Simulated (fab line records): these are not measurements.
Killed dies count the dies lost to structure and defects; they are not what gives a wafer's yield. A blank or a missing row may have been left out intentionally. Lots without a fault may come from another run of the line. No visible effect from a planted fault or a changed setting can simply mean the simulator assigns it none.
Shared-tool check ; flow nand_harc ; 11 lots, 33 wafers sampled

== WHY IT WAS OPENED ==
Flagged at NHARC_P_STI_INSPECT_25: reading raw_defect_count, on 2 of 11 lots. Fault-free wafers read 212, with a standard deviation of 77.
Rule: a lot is flagged when every wafer of it that has a number lies more than 4 standard deviations from that mean, or none has a number. All remaining lots are regarded as sound.

lot;measured;on;raw_defect_count, wafer by wafer;flag
L954;day 5 05:41;defect_inspect-01;135 175 149;
L955;day 5 20:52;defect_inspect-01;212 312 303;
L957;day 6 21:35;defect_inspect-01;198 292 173;
L958;day 7 04:23;defect_inspect-01;308 146 229;
L961;day 8 04:08;defect_inspect-02;184 167 110;
L963;day 8 23:38;defect_inspect-01;165 267 240;
L965;day 10 03:40;defect_inspect-02;317 491 262;
L966;day 10 03:41;defect_inspect-02;249 158 191;
L971;day 12 12:41;defect_inspect-02;535 769 598;FLAGGED
L972;day 12 16:19;defect_inspect-01;537 593 655;FLAGGED
L974;day 13 17:18;defect_inspect-02;155 269 156;
On average the flagged lots' numbers are 614, which is +402 against the usual, or +5 standard deviations.

== TOOL THAT RAN EACH LOT ==
The record holds 3 process steps before the reading, out of a route of 1302 steps. Every cell lists first the tool, next ch and the chambers used by the sampled wafers, and last the start.
lot;flag;NHARC_P_STI_DESCUM_14;NHARC_P_STI_CMP_21;NHARC_P_STI_STRIP_24
L954;;rie_diel-01 ch 1,3, day 4 03:05;cmp-01 ch 0,2,3, day 4 21:11;wet_bench-09 ch 0,2,5, day 4 21:30
L955;;rie_diel-01 ch 0,1,3, day 4 13:49;cmp-04 ch 1,2,3, day 5 10:32;wet_bench-04 ch 4,6,7, day 5 10:53
L957;;rie_diel-01 ch 1,2,3, day 5 12:12;cmp-01 ch 0,2,3, day 6 10:27;wet_bench-02 ch 0,4,5, day 6 10:47
L958;;rie_diel-07 ch 1,2,3, day 5 20:19;cmp-04 ch 0,2,3, day 6 17:16;wet_bench-04 ch 4,5,7, day 6 17:37
L961;;rie_diel-07 ch 0,1,3, day 7 01:15;cmp-01 ch 0,2, day 7 19:41;wet_bench-09 ch 2,6,7, day 7 20:00
L963;;rie_diel-08 ch 1,2,3, day 7 19:58;cmp-04 ch 0,1,3, day 8 15:10;wet_bench-04 ch 2,5,7, day 8 15:27
L965;;rie_diel-08 ch 0,2, day 8 18:21;cmp-01 ch 0,3, day 9 18:36;wet_bench-09 ch 5,6,7, day 9 18:57
L966;;rie_diel-07 ch 0,1,3, day 9 00:48;cmp-03 ch 1,2, day 9 18:39;wet_bench-02 ch 1,2,5, day 9 18:59
L971;FLAGGED;rie_diel-01 ch 0,1,3, day 11 05:34;cmp-04 ch 0,1,3, day 12 03:52;wet_bench-04 ch 1,3,4, day 12 04:13
L972;FLAGGED;rie_diel-07 ch 0,1,3, day 11 14:09;cmp-03 ch 1,2,3, day 12 08:26;wet_bench-04 ch 3,4,7, day 12 08:46
L974;;rie_diel-01 ch 0,3, day 12 10:42;cmp-03 ch 0,2, day 13 07:41;wet_bench-02 ch 1,5,7, day 13 08:01
What these steps do:
- NHARC_P_STI_DESCUM_14: chemistry O2, time 3 s.
- NHARC_P_STI_CMP_21: polishes, t overpolish 20 s, target thk 380.67 nm.
- NHARC_P_STI_STRIP_24: strips Si3N4 in H3PO4.
- NHARC_P_STI_INSPECT_25

== FLAGGED OVER TOTAL, TOOL BY TOOL (the gauges that took the reading come last) ==
step;tool;lots run;flagged;share of the flagged lots;sound lots run after its first flagged lot
NHARC_P_STI_DESCUM_14;rie_diel-01;5;1;some;1 (L974)
NHARC_P_STI_DESCUM_14;rie_diel-07;4;1;some;0
NHARC_P_STI_DESCUM_14;rie_diel-08;2;0;none;-
NHARC_P_STI_CMP_21;cmp-01;4;0;none;-
NHARC_P_STI_CMP_21;cmp-03;3;1;some;1 (L974)
NHARC_P_STI_CMP_21;cmp-04;4;1;some;0
NHARC_P_STI_STRIP_24;wet_bench-02;3;0;none;-
NHARC_P_STI_STRIP_24;wet_bench-04;5;2;all;0
NHARC_P_STI_STRIP_24;wet_bench-09;3;0;none;-
NHARC_P_STI_INSPECT_25;defect_inspect-01;6;1;some;0
NHARC_P_STI_INSPECT_25;defect_inspect-02;5;1;some;1 (L974)

== THE TABLE: WHAT IT ALLOWS ==
In the table, 1 row covers all flagged lots: wet_bench-04 at NHARC_P_STI_STRIP_24.
- wet_bench-04 at NHARC_P_STI_STRIP_24: 2 of its 5 lots flagged. Last sound lot L963 at day 8 15:27, first flagged lot L971 at day 12 04:13; a fault beginning in between fits.
wet_bench-04 at NHARC_P_STI_STRIP_24 is the single tool remaining.

== WHAT HAD BEEN PUT IN BY THE SIMULATOR ==
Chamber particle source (wet_bench-04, NHARC_P_STI_STRIP_24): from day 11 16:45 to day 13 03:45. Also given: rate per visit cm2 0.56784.
Struck lots among those shown: L971, L972. The rule above found the same.
